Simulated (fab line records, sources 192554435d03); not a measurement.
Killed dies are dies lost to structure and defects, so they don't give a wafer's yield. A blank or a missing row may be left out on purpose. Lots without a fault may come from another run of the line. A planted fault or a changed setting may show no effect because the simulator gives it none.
Chamber matching | flow n5_finfet | N5_STI_FIN_REVEAL_CMP_04 on cmp-02: 4 sister chambers
The step polishes, stops on Si3N4, t overpolish 4 s, target thk 131.83 nm. 4 wafers are shown with their chamber, then 11 later ones without.

WAFERS WITH THEIR CHAMBER
wafer  | chamber | motor_current_A (A)
L085.1 | 1       | 9.5
L088.1 | 3       | 8.7
L088.6 | 2       | 9.3
L089.1 | 0       | 7.6

WAFERS WITHOUT THEIR CHAMBER
wafer  | motor_current_A (A)
L089.3 | 9.0
L089.5 | 9.6
L092.4 | 8.8
L092.5 | 9.3
L092.6 | 8.0
L094.2 | 8.9
L094.4 | 8.5
L094.6 | 8.9
L097.4 | 9.3
L097.5 | 8.9
L097.6 | 8.4

WHICH CHAMBER EACH WENT THROUGH
wafer  | from the rows above          | in truth
L089.3 | can't be placed: 2 or 3 or 1 | 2
L089.5 | can't be placed: 1 or 2      | 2
L092.4 | can't be placed: 3 or 2      | 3
L092.5 | can't be placed: 2 or 1      | 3
L092.6 | can't be placed: 0 or 3      | 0
L094.2 | can't be placed: 3 or 2 or 1 | 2
L094.4 | 3                            | 3
L094.6 | can't be placed: 3 or 2 or 1 | 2
L097.4 | can't be placed: 2 or 1      | 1
L097.5 | can't be placed: 3 or 2 or 1 | 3
L097.6 | 3                            | 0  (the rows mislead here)
Placed correctly: 1 of 11. Can't be placed from these rows: 9 (the true chamber is among the candidates in 8). Placed wrongly: 1.
How it was worked out, from the rows above alone: a wafer's distance from a chamber is the root of the sum, over the readings, of the square of ((its reading less the chamber's mean) divided by the reading's scatter). The wafer belongs to the nearest chamber; if the next one is less than 2 further off, it can't be placed. A chamber's mean is the mean of its shown wafers. The scatter: with one shown wafer a chamber, the root of the mean of the squares of how far each hidden wafer lies from its nearest shown one.
